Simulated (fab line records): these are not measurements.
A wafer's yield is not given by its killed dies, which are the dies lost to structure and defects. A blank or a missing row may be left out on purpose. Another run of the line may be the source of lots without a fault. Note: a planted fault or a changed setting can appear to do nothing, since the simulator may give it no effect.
Lot-split experiment || flow n5 finfet || 39 wafers read from 7 lots, route of 1938 steps

## SPLIT DETAILS
At N5_PASSIVATION_PASS_ETCH_47 (etches SiNx in CF4/O2, target depth 770 nm, time 385 s), the setting time s was moved away from the recipe's 385 s on 12 of the 39 wafers read, by -43.9% to +30.3%. All remaining wafers had this setting at the recipe value.

Reading taken at the split's own step.

## THE READING
etch.depth nm (the simulator's own value, which no gauge read), in nm, at N5_PASSIVATION_PASS_ETCH_47 (etches SiNx in CF4/O2, target depth 770 nm, time 385 s). No usual value for it is given in the file. Average 773.1 nm, standard deviation 13 nm, over the 27 wafers here run with the recipe.

{"wafer": "L075.1", "tool, chamber at the split": "rie diel-03, 2", "time s as run, s": 385, "against the recipe": "recipe", "etch.depth nm, nm": 779, "against lot-mates on the recipe": "-"}
{"wafer": "L075.3", "tool, chamber at the split": "rie diel-03, 3", "time s as run, s": 385, "against the recipe": "recipe", "etch.depth nm, nm": 758.2, "against lot-mates on the recipe": "-"}
{"wafer": "L075.4", "tool, chamber at the split": "rie diel-03, 1", "time s as run, s": 385, "against the recipe": "recipe", "etch.depth nm, nm": 768.9, "against lot-mates on the recipe": "-"}
{"wafer": "L080.1", "tool, chamber at the split": "rie diel-04, 2", "time s as run, s": 385, "against the recipe": "recipe", "etch.depth nm, nm": 757.9, "against lot-mates on the recipe": "-"}
{"wafer": "L080.2", "tool, chamber at the split": "rie diel-04, 3", "time s as run, s": 215.8, "against the recipe": "-43.9%", "etch.depth nm, nm": 431.9, "against lot-mates on the recipe": -346.0}
{"wafer": "L080.3", "tool, chamber at the split": "rie diel-04, 1", "time s as run, s": 215.8, "against the recipe": "-43.9%", "etch.depth nm, nm": 434.2, "against lot-mates on the recipe": -343.7}
{"wafer": "L080.4", "tool, chamber at the split": "rie diel-04, 0", "time s as run, s": 385, "against the recipe": "recipe", "etch.depth nm, nm": 786.4, "against lot-mates on the recipe": "-"}
{"wafer": "L080.5", "tool, chamber at the split": "rie diel-04, 1", "time s as run, s": 385, "against the recipe": "recipe", "etch.depth nm, nm": 789.4, "against lot-mates on the recipe": "-"}
{"wafer": "L080.6", "tool, chamber at the split": "rie diel-04, 0", "time s as run, s": 215.8, "against the recipe": "-43.9%", "etch.depth nm, nm": 442.2, "against lot-mates on the recipe": -335.7}
{"wafer": "L086.1", "tool, chamber at the split": "rie diel-04, 3", "time s as run, s": 385, "against the recipe": "recipe", "etch.depth nm, nm": 769.6, "against lot-mates on the recipe": "-"}
{"wafer": "L086.2", "tool, chamber at the split": "rie diel-04, 2", "time s as run, s": 385, "against the recipe": "recipe", "etch.depth nm, nm": 759.1, "against lot-mates on the recipe": "-"}
{"wafer": "L086.3", "tool, chamber at the split": "rie diel-04, 1", "time s as run, s": 385, "against the recipe": "recipe", "etch.depth nm, nm": 781.4, "against lot-mates on the recipe": "-"}
{"wafer": "L086.4", "tool, chamber at the split": "rie diel-04, 1,3", "time s as run, s": 501.5, "against the recipe": "+30.3%", "etch.depth nm, nm": 1020, "against lot-mates on the recipe": "+250.0"}
{"wafer": "L086.6", "tool, chamber at the split": "rie diel-04, 1,3", "time s as run, s": 501.5, "against the recipe": "+30.3%", "etch.depth nm, nm": 1020, "against lot-mates on the recipe": "+250.0"}
{"wafer": "L086.5", "tool, chamber at the split": "rie diel-04, 2", "time s as run, s": 501.5, "against the recipe": "+30.3%", "etch.depth nm, nm": 991.6, "against lot-mates on the recipe": "+221.6"}
{"wafer": "L087.1", "tool, chamber at the split": "rie diel-04, 2", "time s as run, s": 385, "against the recipe": "recipe", "etch.depth nm, nm": 751.8, "against lot-mates on the recipe": "-"}
{"wafer": "L087.2", "tool, chamber at the split": "rie diel-04, 1", "time s as run, s": 267.2, "against the recipe": "-30.6%", "etch.depth nm, nm": 539, "against lot-mates on the recipe": -224.6}
{"wafer": "L087.3", "tool, chamber at the split": "rie diel-04, 0", "time s as run, s": 267.2, "against the recipe": "-30.6%", "etch.depth nm, nm": 538.7, "against lot-mates on the recipe": -224.9}
{"wafer": "L087.4", "tool, chamber at the split": "rie diel-04, 3", "time s as run, s": 385, "against the recipe": "recipe", "etch.depth nm, nm": 769.8, "against lot-mates on the recipe": "-"}
{"wafer": "L087.5", "tool, chamber at the split": "rie diel-04, 0", "time s as run, s": 267.2, "against the recipe": "-30.6%", "etch.depth nm, nm": 539.3, "against lot-mates on the recipe": -224.3}
{"wafer": "L087.6", "tool, chamber at the split": "rie diel-04, 3", "time s as run, s": 385, "against the recipe": "recipe", "etch.depth nm, nm": 769.3, "against lot-mates on the recipe": "-"}
{"wafer": "L089.1", "tool, chamber at the split": "rie diel-05, 2", "time s as run, s": 385, "against the recipe": "recipe", "etch.depth nm, nm": 773, "against lot-mates on the recipe": "-"}
{"wafer": "L089.2", "tool, chamber at the split": "rie diel-05, 3", "time s as run, s": 385, "against the recipe": "recipe", "etch.depth nm, nm": 784.4, "against lot-mates on the recipe": "-"}
{"wafer": "L089.3", "tool, chamber at the split": "rie diel-05, 0", "time s as run, s": 385, "against the recipe": "recipe", "etch.depth nm, nm": 786.7, "against lot-mates on the recipe": "-"}
{"wafer": "L089.4", "tool, chamber at the split": "rie diel-05, 1", "time s as run, s": 385, "against the recipe": "recipe", "etch.depth nm, nm": 750.5, "against lot-mates on the recipe": "-"}
{"wafer": "L089.5", "tool, chamber at the split": "rie diel-05, 1", "time s as run, s": 385, "against the recipe": "recipe", "etch.depth nm, nm": 751.6, "against lot-mates on the recipe": "-"}
{"wafer": "L089.6", "tool, chamber at the split": "rie diel-05, 2", "time s as run, s": 385, "against the recipe": "recipe", "etch.depth nm, nm": 772.8, "against lot-mates on the recipe": "-"}
{"wafer": "L090.1", "tool, chamber at the split": "rie diel-04, 3", "time s as run, s": 482.6, "against the recipe": "+25.4%", "etch.depth nm, nm": 971.5, "against lot-mates on the recipe": "+186.2"}
{"wafer": "L090.2", "tool, chamber at the split": "rie diel-04, 2", "time s as run, s": 482.6, "against the recipe": "+25.4%", "etch.depth nm, nm": 947.8, "against lot-mates on the recipe": "+162.5"}
{"wafer": "L090.3", "tool, chamber at the split": "rie diel-04, 1", "time s as run, s": 385, "against the recipe": "recipe", "etch.depth nm, nm": 783.8, "against lot-mates on the recipe": "-"}
{"wafer": "L090.4", "tool, chamber at the split": "rie diel-04, 0", "time s as run, s": 385, "against the recipe": "recipe", "etch.depth nm, nm": 786.3, "against lot-mates on the recipe": "-"}
{"wafer": "L090.5", "tool, chamber at the split": "rie diel-04, 0", "time s as run, s": 385, "against the recipe": "recipe", "etch.depth nm, nm": 785.8, "against lot-mates on the recipe": "-"}
{"wafer": "L090.6", "tool, chamber at the split": "rie diel-04, 1", "time s as run, s": 482.6, "against the recipe": "+25.4%", "etch.depth nm, nm": 989.7, "against lot-mates on the recipe": "+204.4"}
{"wafer": "L092.1", "tool, chamber at the split": "rie diel-04, 2", "time s as run, s": 385, "against the recipe": "recipe", "etch.depth nm, nm": 758.4, "against lot-mates on the recipe": "-"}
{"wafer": "L092.2", "tool, chamber at the split": "rie diel-04, 1", "time s as run, s": 385, "against the recipe": "recipe", "etch.depth nm, nm": 786.6, "against lot-mates on the recipe": "-"}
{"wafer": "L092.3", "tool, chamber at the split": "rie diel-04, 0", "time s as run, s": 385, "against the recipe": "recipe", "etch.depth nm, nm": 784.7, "against lot-mates on the recipe": "-"}
{"wafer": "L092.4", "tool, chamber at the split": "rie diel-04, 2", "time s as run, s": 385, "against the recipe": "recipe", "etch.depth nm, nm": 757.6, "against lot-mates on the recipe": "-"}
{"wafer": "L092.5", "tool, chamber at the split": "rie diel-04, 0", "time s as run, s": 385, "against the recipe": "recipe", "etch.depth nm, nm": 783, "against lot-mates on the recipe": "-"}
{"wafer": "L092.6", "tool, chamber at the split": "rie diel-04, 1", "time s as run, s": 385, "against the recipe": "recipe", "etch.depth nm, nm": 786.9, "against lot-mates on the recipe": "-"}
Rows listing several chambers each stand for several wafers; the file does not say which wafer went through which chamber.

FIT RESULTS
A straight line over all 39 wafers: etch.depth nm changes by +7.72 nm for each +1% of time s; r = +1.00; the points scatter about the line by 13 nm.
The same after taking each lot's own level away (the mean of its wafers on the recipe; 39 wafers): +7.65 nm for each +1%; r = +1.00; scatter 13 nm.
According to that fit, moving time s by its largest amount changes the reading by 3.4e+02 nm.
From 763.63 to 785.30 nm: that is the span of the lots' own levels, equal to 1.7 times the standard deviation above.
Hence the lot-to-lot level has little effect on the slope; both slopes agree.
Check: -334 nm against its lot-mates is what the line predicts for one of the wafers moved furthest among these (-43.9%) when that wafer is left out of the fit. It came out at -346 nm against them.

## OTHER SPLITS ON THESE WAFERS
Note: prior to the reading, these wafers also went through further splits. Each is held against what the fit with the lots' levels taken away leaves over:
{"other split on the same wafers": "N5_BEOL_M7_HM_DEP_02 target thk a", "wafers away from the commonest value": 18, "r with etch.depth nm (lot level and that fit taken away)": "+0.04"}
{"other split on the same wafers": "N5_BEOL_M7_DEP_56 target thk a", "wafers away from the commonest value": 12, "r with etch.depth nm (lot level and that fit taken away)": -0.08}
{"other split on the same wafers": "N5_BEOL_M11_ILD_DEP_00 time s", "wafers away from the commonest value": 15, "r with etch.depth nm (lot level and that fit taken away)": -0.05}
{"other split on the same wafers": "N5_BEOL_M13_SPUTTER_43 time s", "wafers away from the commonest value": 15, "r with etch.depth nm (lot level and that fit taken away)": "+0.08"}

## FILE'S OWN FIT
etch.depth nm changes by +7.65 nm for each +1% of time s, r = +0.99.
